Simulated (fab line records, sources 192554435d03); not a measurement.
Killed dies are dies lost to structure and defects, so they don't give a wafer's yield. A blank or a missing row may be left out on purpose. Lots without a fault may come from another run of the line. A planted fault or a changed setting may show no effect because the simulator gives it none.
Which tool did it? | flow n5_finfet | 24 lots, 72 wafers sampled, at 6 steps of a route of 1938

WHAT THE GAUGES READ, wafer by wafer
N5_FIN_SAQP_CD_MEAS_27: target cd 20 nm.
lot  | measured    | on        | cd_nm (nm)
L074 | day 2 00:42 | cd_sem-02 | 20.65 20.21 20.68
L075 | day 2 07:05 | cd_sem-01 | 20.47 20.68 20.37
L076 | day 2 13:49 | cd_sem-01 | 20.29 20.16 20.08
L077 | day 2 17:43 | cd_sem-01 | 20.15 20.49 20.77
L078 | day 3 00:03 | cd_sem-02 | 20.07 20.56 20.54
L079 | day 3 06:07 | cd_sem-01 | 20.85 20.74 20.32
L080 | day 3 12:03 | cd_sem-03 | 20.52 20.47 20.78
L081 | day 3 18:14 | cd_sem-03 | 20.18 20.14 20.50
L082 | day 4 01:26 | cd_sem-02 | 20.49 20.14 20.32
L083 | day 4 08:05 | cd_sem-01 | 20.46 20.12 20.29
L084 | day 4 12:05 | cd_sem-01 | 20.33 20.35 20.45
L085 | day 4 19:06 | cd_sem-02 | 20.53 20.47 20.10
L086 | day 5 01:50 | cd_sem-01 | 20.84 20.15 20.10
L087 | day 5 07:36 | cd_sem-02 | 19.92 20.28 20.36
L088 | day 5 11:48 | cd_sem-02 | 20.05 20.41 20.41
L089 | day 5 18:26 | cd_sem-03 | 20.24 20.54 20.34
L090 | day 6 00:43 | cd_sem-02 | 20.15 20.50 20.41
L091 | day 6 06:33 | cd_sem-03 | 20.10 20.39 20.17
L092 | day 6 13:19 | cd_sem-01 | 20.43 20.26 20.16
L093 | day 6 19:22 | cd_sem-01 | 20.49 20.38 20.43
L094 | day 7 03:04 | cd_sem-02 | 20.61 20.89 21.07
L095 | day 7 06:49 | cd_sem-01 | 20.72 20.58 20.40
L096 | day 7 11:58 | cd_sem-01 | 20.40 20.22 19.87
L097 | day 7 17:52 | cd_sem-02 | 20.43 20.31 20.28

N5_SD_EPI_P_INSPECT_11: inspects for defects (macro).
lot  | measured    | on                | raw_defect_count
L074 | day 3 05:58 | defect_inspect-02 | 1 1 0
L075 | day 3 13:14 | defect_inspect-02 | 0 2 2
L076 | day 3 18:40 | defect_inspect-01 | 1 4 4
L077 | day 4 01:59 | defect_inspect-01 | 2 4 2
L078 | day 4 05:52 | defect_inspect-01 | 2 1 1
L079 | day 4 11:46 | defect_inspect-02 | 0 1 2
L080 | day 4 17:08 | defect_inspect-02 | 2 2 2
L081 | day 5 01:25 | defect_inspect-01 | 4 2 3
L082 | day 5 07:02 | defect_inspect-02 | 3 3 1
L083 | day 5 13:35 | defect_inspect-02 | 1 4 4
L084 | day 5 20:51 | defect_inspect-01 | 1 4 0
L085 | day 6 01:09 | defect_inspect-01 | 4 4 0
L086 | day 6 08:31 | defect_inspect-02 | 1 3 1
L087 | day 6 12:32 | defect_inspect-02 | 5 2 2
L088 | day 6 17:11 | defect_inspect-01 | 3 2 0
L089 | day 6 22:56 | defect_inspect-02 | 4 0 1
L090 | day 7 06:19 | defect_inspect-02 | 1 5 4
L091 | day 7 12:34 | defect_inspect-02 | 3 3 4
L092 | day 7 19:53 | defect_inspect-01 | 1 4 3
L093 | day 8 00:22 | defect_inspect-01 | 1 4 1
L094 | day 8 07:57 | defect_inspect-01 | 0 3 2
L095 | day 8 12:49 | defect_inspect-02 | 1 0 3
L096 | day 8 16:49 | defect_inspect-01 | 3 4 6
L097 | day 9 02:10 | defect_inspect-02 | 0 3 4

WHICH TOOL RAN EACH LOT (tool, then ch and the chambers of the sampled wafers, then the start)
lot  | N5_STI_FIN_REVEAL_ETCH_34       | N5_DUMMY_GATE_ALD_02             | N5_DUMMY_GATE_HM_OPEN_21          | N5_SD_EPI_N_ETCH_35
L074 | rie_si-06 ch 0,3, day 2 13:40   | ald_sin-01 ch 1,2,3, day 2 14:28 | rie_diel-04 ch 0,1,2, day 2 23:31 | rie_diel-05 ch 0,1,3, day 3 01:20
L075 | rie_si-04 ch 0,1,3, day 2 19:05 | ald_sin-01 ch 0,1, day 2 19:53   | rie_diel-06 ch 2,3, day 3 06:43   | rie_diel-01 ch 2,3, day 3 08:54
L076 | rie_si-04 ch 1,2,3, day 3 01:23 | ald_sin-01 ch 0,2,3, day 3 02:17 | rie_diel-02 ch 0,1,2, day 3 11:26 | rie_diel-03 ch 0,1,3, day 3 13:35
L077 | rie_si-06 ch 0,2,3, day 3 06:53 | ald_sin-02 ch 1,3, day 3 08:01   | rie_diel-02 ch 0,2, day 3 19:05   | rie_diel-05 ch 0,3, day 3 21:03
L078 | rie_si-06 ch 0,1, day 3 12:04   | ald_sin-04 ch 0,1,2, day 3 12:53 | rie_diel-02 ch 1,3, day 3 22:03   | rie_diel-01 ch 0,3, day 4 01:37
L079 | rie_si-02 ch 1,2, day 3 17:46   | ald_sin-04 ch 0,1,2, day 3 18:55 | rie_diel-06 ch 0,1,2, day 4 03:59 | rie_diel-05 ch 3, day 4 06:59
L080 | rie_si-02 ch 1,2,3, day 3 23:55 | ald_sin-04 ch 0,3, day 4 01:13   | rie_diel-04 ch 1,2, day 4 10:31   | rie_diel-05 ch 0,1,3, day 4 12:50
L081 | rie_si-02 ch 0,2,3, day 4 06:20 | ald_sin-01 ch 0,1,3, day 4 07:08 | rie_diel-04 ch 0,2, day 4 16:18   | rie_diel-05 ch 0,2,3, day 4 19:43
L082 | rie_si-06 ch 0,1,3, day 4 14:18 | ald_sin-02 ch 0,1,3, day 4 15:09 | rie_diel-04 ch 0,1, day 5 00:17   | rie_diel-01 ch 0,2,3, day 5 02:50
L083 | rie_si-04 ch 0,1,3, day 4 20:35 | ald_sin-04 ch 1,2, day 4 21:31   | rie_diel-04 ch 0,1, day 5 06:39   | rie_diel-01 ch 0,2, day 5 08:31
L084 | rie_si-06 ch 2,3, day 5 01:56   | ald_sin-01 ch 0,1,2, day 5 02:46 | rie_diel-06 ch 0,1, day 5 13:40   | rie_diel-03 ch 1,2,3, day 5 15:45
L085 | rie_si-04 ch 2,3, day 5 08:28   | ald_sin-04 ch 0,1,3, day 5 09:16 | rie_diel-06 ch 0,1,2, day 5 18:19 | rie_diel-03 ch 1,2,3, day 5 20:01
L086 | rie_si-02 ch 0,2,3, day 5 14:57 | ald_sin-01 ch 0,2,3, day 5 16:12 | rie_diel-06 ch 1,2,3, day 6 01:13 | rie_diel-03 ch 0,2,3, day 6 03:14
L087 | rie_si-06 ch 1,2, day 5 20:11   | ald_sin-04 ch 0,1,2, day 5 21:02 | rie_diel-04 ch 1,2, day 6 06:11   | rie_diel-01 ch 2,3, day 6 08:10
L088 | rie_si-02 ch 1,2,3, day 5 23:50 | ald_sin-01 ch 1,2,3, day 6 00:38 | rie_diel-04 ch 1,3, day 6 10:12   | rie_diel-05 ch 0,1,2, day 6 12:25
L089 | rie_si-02 ch 1,3, day 6 06:14   | ald_sin-01 ch 1,2,3, day 6 07:32 | rie_diel-04 ch 0,1, day 6 16:34   | rie_diel-01 ch 0,2, day 6 18:35
L090 | rie_si-04 ch 0,2,3, day 6 12:44 | ald_sin-02 ch 0,2, day 6 13:31   | rie_diel-06 ch 0,1,2, day 6 22:41 | rie_diel-05 ch 1,3, day 7 01:16
L091 | rie_si-02 ch 0,2, day 6 19:46   | ald_sin-01 ch 1,3, day 6 20:35   | rie_diel-06 ch 1,3, day 7 05:38   | rie_diel-03 ch 1,2,3, day 7 07:31
L092 | rie_si-02 ch 1,3, day 7 02:31   | ald_sin-01 ch 0,1, day 7 03:55   | rie_diel-04 ch 1,3, day 7 12:57   | rie_diel-01 ch 0,2, day 7 14:47
L093 | rie_si-04 ch 1,2,3, day 7 07:38 | ald_sin-01 ch 0,1,3, day 7 08:43 | rie_diel-02 ch 0,1,2, day 7 17:45 | rie_diel-05 ch 0,2,3, day 7 19:27
L094 | rie_si-02 ch 0,3, day 7 15:04   | ald_sin-04 ch 0,2,3, day 7 15:54 | rie_diel-04 ch 0,1, day 8 01:04   | rie_diel-01 ch 0,2,3, day 8 02:55
L095 | rie_si-06 ch 0,1, day 7 19:07   | ald_sin-04 ch 0,1,2, day 7 19:56 | rie_diel-02 ch 0,2,3, day 8 04:58 | rie_diel-05 ch 0,1,2, day 8 06:58
L096 | rie_si-06 ch 1,3, day 7 23:39   | ald_sin-04 ch 1,2,3, day 8 00:34 | rie_diel-06 ch 0,2, day 8 09:37   | rie_diel-05 ch 0,2, day 8 12:31
L097 | rie_si-04 ch 0,1,3, day 8 07:34 | ald_sin-02 ch 1,2,3, day 8 08:20 | rie_diel-04 ch 0,1,2, day 8 17:46 | rie_diel-03 ch 1,2,3, day 8 21:51
- N5_STI_FIN_REVEAL_ETCH_34: etches Si in H2, material Si, target depth 0.97 nm.
- N5_DUMMY_GATE_ALD_02: deposits SiO2, target thk 2 nm, pulse time 1 s.
- N5_DUMMY_GATE_HM_OPEN_21: chemistry CH3F/O2, target SiNx, target depth 120 nm, time 171.4 s.
- N5_SD_EPI_N_ETCH_35: etches SOC in N2/H2, overetch 108 nm, time 486 s.

WHAT THE TOOLS THEMSELVES READ (means of the sampled wafers that have a number; where no wafer has one, the mark that the record gives instead)
N5_STI_FIN_REVEAL_ETCH_34.
lot  | tool      | drypump_motor_current_A (A) | oes_product_au (a.u.) | throttle_valve_pct (%)
L074 | rie_si-06 | 5.0                         | 1.000                 | 26.4
L075 | rie_si-04 | 5.7                         | 1.018                 | 25.6
L076 | rie_si-04 | 5.9                         | 0.993                 | 25.8
L077 | rie_si-06 | 5.3                         | 0.997                 | 26.0
L078 | rie_si-06 | 5.3                         | 1.015                 | 26.3
L079 | rie_si-02 | 5.8                         | 1.015                 | 26.0
L080 | rie_si-02 | 5.7                         | 1.009                 | 25.9
L081 | rie_si-02 | 5.9                         | 1.002                 | 25.6
L082 | rie_si-06 | 5.3                         | 1.006                 | 26.2
L083 | rie_si-04 | 5.7                         | 1.014                 | 25.6
L084 | rie_si-06 | 5.5                         | 0.985                 | 25.4
L085 | rie_si-04 | 5.9                         | 0.997                 | 25.3
L086 | rie_si-02 | 5.9                         | 1.012                 | 25.6
L087 | rie_si-06 | 5.8                         | 0.996                 | 25.2
L088 | rie_si-02 | 5.7                         | 1.020                 | 25.9
L089 | rie_si-02 | 5.7                         | 1.014                 | 26.0
L090 | rie_si-04 | 5.6                         | 1.003                 | 25.2
L091 | rie_si-02 | 6.1                         | 1.010                 | 25.6
L092 | rie_si-02 | 5.5                         | 1.004                 | 25.9
L093 | rie_si-04 | 6.0                         | 1.006                 | 25.8
L094 | rie_si-02 | 6.1                         | 1.001                 | 25.4
L095 | rie_si-06 | 5.4                         | 1.026                 | 26.3
L096 | rie_si-06 | 5.5                         | 1.013                 | 25.8
L097 | rie_si-04 | 5.7                         | 1.005                 | 25.7

N5_DUMMY_GATE_ALD_02.
lot  | tool       | heater_power_w (W) | precursor_pulse_height_rel
L074 | ald_sin-01 | 454                | 1.002
L075 | ald_sin-01 | 460                | 1.002
L076 | ald_sin-01 | 455                | 0.987
L077 | ald_sin-02 | 554                | 1.026
L078 | ald_sin-04 | 487                | 0.968
L079 | ald_sin-04 | 490                | 0.993
L080 | ald_sin-04 | 496                | 0.997
L081 | ald_sin-01 | 475                | 1.004
L082 | ald_sin-02 | 521                | 0.986
L083 | ald_sin-04 | 532                | 1.026
L084 | ald_sin-01 | 451                | 0.998
L085 | ald_sin-04 | 536                | 0.988
L086 | ald_sin-01 | 456                | 1.017
L087 | ald_sin-04 | 497                | 0.984
L088 | ald_sin-01 | 459                | 1.005
L089 | ald_sin-01 | 462                | 0.996
L090 | ald_sin-02 | 510                | 0.989
L091 | ald_sin-01 | 483                | 0.988
L092 | ald_sin-01 | 463                | 1.010
L093 | ald_sin-01 | 478                | 1.009
L094 | ald_sin-04 | 458                | 0.988
L095 | ald_sin-04 | 497                | 0.996
L096 | ald_sin-04 | 499                | 0.990
L097 | ald_sin-02 | 529                | 1.009

N5_DUMMY_GATE_HM_OPEN_21.
lot  | tool        | bias_w (W) | drypump_motor_current_A (A) | oes_product_au (a.u.) | rf_vpp_V (V) | showerhead_plenum_p_Torr (Torr) | throttle_valve_pct (%)
L074 | rie_diel-04 | 73.09      | 5.5                         | 0.77                  | 300          | 1.99                            | 16.46
L075 | rie_diel-06 | 72.88      | 5.7                         | 0.82                  | 306          | 2.11                            | 16.27
L076 | rie_diel-02 | 73.03      | 5.7                         | 0.87                  | 296          | 2.09                            | 16.48
L077 | rie_diel-02 | 73.04      | 6.0                         | 0.82                  | 297          | 2.02                            | 16.68
L078 | rie_diel-02 | 73.05      | 5.7                         | 0.94                  | 296          | 2.16                            | 16.04
L079 | rie_diel-06 | 72.72      | 5.9                         | 0.84                  | 298          | 2.02                            | 16.26
L080 | rie_diel-04 | 72.98      | 5.4                         | 0.81                  | 298          | 1.98                            | 16.48
L081 | rie_diel-04 | 73.09      | 5.6                         | 0.74                  | 299          | 1.97                            | 16.48
L082 | rie_diel-04 | 72.73      | 5.6                         | 0.71                  | 303          | 2.01                            | 16.51
L083 | rie_diel-04 | 72.88      | 5.6                         | 0.69                  | 304          | 1.99                            | 16.50
L084 | rie_diel-06 | 73.02      | 6.0                         | 0.84                  | 295          | 1.96                            | 16.23
L085 | rie_diel-06 | 73.09      | 5.9                         | 0.82                  | 298          | 2.02                            | 16.28
L086 | rie_diel-06 | 73.02      | 5.9                         | 0.83                  | 301          | 2.07                            | 16.22
L087 | rie_diel-04 | 72.95      | 5.5                         | 0.75                  | 300          | 1.99                            | 16.53
L088 | rie_diel-04 | 73.33      | 5.7                         | 0.78                  | 299          | 2.03                            | 16.51
L089 | rie_diel-04 | 73.26      | 5.6                         | 0.80                  | 302          | 2.00                            | 16.38
L090 | rie_diel-06 | 72.98      | 5.9                         | 0.81                  | 299          | 2.01                            | 16.30
L091 | rie_diel-06 | 72.97      | 6.0                         | 0.84                  | 298          | 2.02                            | 16.19
L092 | rie_diel-04 | 72.82      | 5.9                         | 0.85                  | 297          | 2.04                            | 16.48
L093 | rie_diel-02 | 72.96      | 5.7                         | 0.82                  | 296          | 2.08                            | 16.54
L094 | rie_diel-04 | 73.17      | 5.6                         | 0.86                  | 302          | 1.98                            | 16.24
L095 | rie_diel-02 | 73.13      | 5.8                         | 0.80                  | 297          | 2.08                            | 16.51
L096 | rie_diel-06 | 72.76      | 5.7                         | 0.75                  | 298          | 1.99                            | 16.47
L097 | rie_diel-04 | 72.70      | 5.5                         | 0.82                  | 300          | 1.98                            | 16.39

N5_SD_EPI_N_ETCH_35.
lot  | tool        | bias_w (W) | drypump_motor_current_A (A) | oes_product_au (a.u.) | rf_vpp_V (V) | showerhead_plenum_p_Torr (Torr) | throttle_valve_pct (%)
L074 | rie_diel-05 | 133.1      | 5.5                         | 0.72                  | 242.0        | 2.59                            | 23.7
L075 | rie_diel-01 | 132.8      | 5.6                         | 0.72                  | 240.2        | 2.52                            | 24.2
L076 | rie_diel-03 | 132.8      | 6.0                         | 0.68                  | 240.2        | 2.53                            | 23.9
L077 | rie_diel-05 | 133.0      | 5.5                         | 0.71                  | 241.1        | 2.59                            | 23.7
L078 | rie_diel-01 | 132.9      | 5.1                         | 0.79                  | 240.0        | 2.48                            | 23.4
L079 | rie_diel-05 | 132.9      | 5.6                         | 0.67                  | 240.6        | 2.54                            | 23.9
L080 | rie_diel-05 | 133.5      | 5.5                         | 0.71                  | 241.7        | 2.58                            | 23.7
L081 | rie_diel-05 | 132.7      | 5.7                         | 0.70                  | 242.1        | 2.62                            | 23.7
L082 | rie_diel-01 | 133.6      | 5.4                         | 0.74                  | 240.8        | 2.50                            | 23.8
L083 | rie_diel-01 | 133.1      | 5.3                         | 0.72                  | 240.2        | 2.50                            | 23.7
L084 | rie_diel-03 | 133.1      | 6.1                         | 0.81                  | 241.1        | 2.55                            | 23.8
L085 | rie_diel-03 | 132.8      | 6.1                         | 0.81                  | 240.9        | 2.55                            | 23.8
L086 | rie_diel-03 | 132.7      | 5.7                         | 0.73                  | 240.1        | 2.52                            | 23.8
L087 | rie_diel-01 | 132.9      | 5.4                         | 0.74                  | 240.0        | 2.50                            | 24.0
L088 | rie_diel-05 | 133.1      | 5.8                         | 0.68                  | 241.3        | 2.61                            | 23.8
L089 | rie_diel-01 | 132.5      | 5.6                         | 0.68                  | 238.9        | 2.51                            | 24.1
L090 | rie_diel-05 | 132.5      | 5.5                         | 0.66                  | 241.5        | 2.52                            | 24.0
L091 | rie_diel-03 | 132.6      | 6.1                         | 0.80                  | 241.6        | 2.55                            | 23.8
L092 | rie_diel-01 | 132.6      | 5.3                         | 0.70                  | 240.5        | 2.49                            | 23.7
L093 | rie_diel-05 | 133.3      | 5.8                         | 0.67                  | 240.7        | 2.61                            | 23.8
L094 | rie_diel-01 | 133.0      | 5.4                         | 0.71                  | 239.3        | 2.49                            | 23.8
L095 | rie_diel-05 | 133.4      | 5.7                         | 0.67                  | 241.7        | 2.60                            | 23.8
L096 | rie_diel-05 | 133.1      | 5.8                         | 0.70                  | 242.8        | 2.66                            | 23.6
L097 | rie_diel-03 | 132.9      | 6.1                         | 0.77                  | 240.0        | 2.54                            | 23.8

THE ANSWER, worked out from the rows above alone
Rule: what is usual is taken from the lots themselves. Put in order of their means at a reading, lots are off if they are a third of the lots or fewer, leave a main group of 4 or more, and stand apart from it by a gap of 3 or more times the standard deviation of the main group's means; of several such gaps the widest counts. A main group whose means are all the same, to the digits that the tables above print for the reading, isn't used. A lot without any number at a reading at which 4 lots or more have one is off too. The other lots that the step has rows for count as sound. The gauges are gone through in route order, then the tools' own readings, and for those a lot's mean is taken as printed above. The first step at which some lot is off is used, and at that step the reading that is off furthest; a lot without a number counts as furthest.
No lot is off at any reading shown: from this, nothing can be told.

WHAT THE SIMULATOR HAD PUT IN
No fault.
